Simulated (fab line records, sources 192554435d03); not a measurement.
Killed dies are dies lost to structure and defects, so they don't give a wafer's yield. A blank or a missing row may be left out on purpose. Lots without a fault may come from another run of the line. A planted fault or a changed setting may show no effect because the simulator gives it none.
Which tool did it? | flow n5_finfet | 12 lots, 36 wafers sampled, at 2 steps of a route of 1938

WHAT THE GAUGES READ, wafer by wafer
N5_BEOL_M1_OVL_MEAS_29.
lot  | measured     | on         | V0_OVL (nm)
L075 | day 6 10:20  | overlay-01 | 0.4 0.1 -0.6
L077 | day 6 22:10  | overlay-02 | -0.3 0.7 -0.4
L079 | day 7 10:38  | overlay-01 | 0.9 0.3 -0.3
L080 | day 7 19:41  | overlay-02 | 0.7 -0.4 -0.1
L083 | day 8 12:54  | overlay-02 | 0.2 -0.6 -0.1
L085 | day 9 00:47  | overlay-02 | 1.3 0.1 0.6
L086 | day 9 12:19  | overlay-01 | -0.1 -0.3 -1.5
L089 | day 9 17:05  | overlay-02 | 0.2 -1.3 0.3
L091 | day 10 10:07 | overlay-02 | 0.8 -1.0 -0.6
L093 | day 10 16:07 | overlay-01 | 0.0 -0.3 1.0
L095 | day 11 09:20 | overlay-02 | 0.6 -0.3 0.5
L097 | day 11 21:47 | overlay-01 | -2.7 -1.2 0.0

WHICH TOOL RAN EACH LOT (tool, then ch and the chambers of the sampled wafers, then the start)
lot  | N5_BEOL_M1_ETCH_63
L075 | rie_diel-01 ch 1,2,3, day 6 09:29
L077 | rie_diel-03 ch 0,1, day 6 21:26
L079 | rie_diel-02 ch 0,2,3, day 7 09:53
L080 | rie_diel-01 ch 0,1,2, day 7 18:50
L083 | rie_diel-01 ch 0,2,3, day 8 12:10
L085 | rie_diel-03 ch 0,1,2, day 8 23:58
L086 | rie_diel-02 ch 0,1,3, day 9 11:29
L089 | rie_diel-01 ch 0,1,3, day 9 16:13
L091 | rie_diel-02 ch 0,3, day 10 09:23
L093 | rie_diel-02 ch 0,2,3, day 10 15:23
L095 | rie_diel-03 ch 1,2,3, day 11 08:36
L097 | rie_diel-02 ch 0,1,3, day 11 20:52
- N5_BEOL_M1_ETCH_63: etches SiARC in CF4, target depth 15.6 nm, time 26 s.

THE ANSWER, worked out from the rows above alone
Rule: what is usual is taken from the lots themselves. Put in order of their means at a reading, lots are off if they are a third of the lots or fewer, leave a main group of 4 or more, and stand apart from it by a gap of 3 or more times the standard deviation of the main group's means; of several such gaps the widest counts. A main group whose means are all the same, to the digits that the tables above print for the reading, isn't used. A lot without any number at a reading at which 4 lots or more have one is off too. The other lots that the step has rows for count as sound.
No lot is off at any reading shown: from this, nothing can be told.

WHAT THE SIMULATOR HAD PUT IN
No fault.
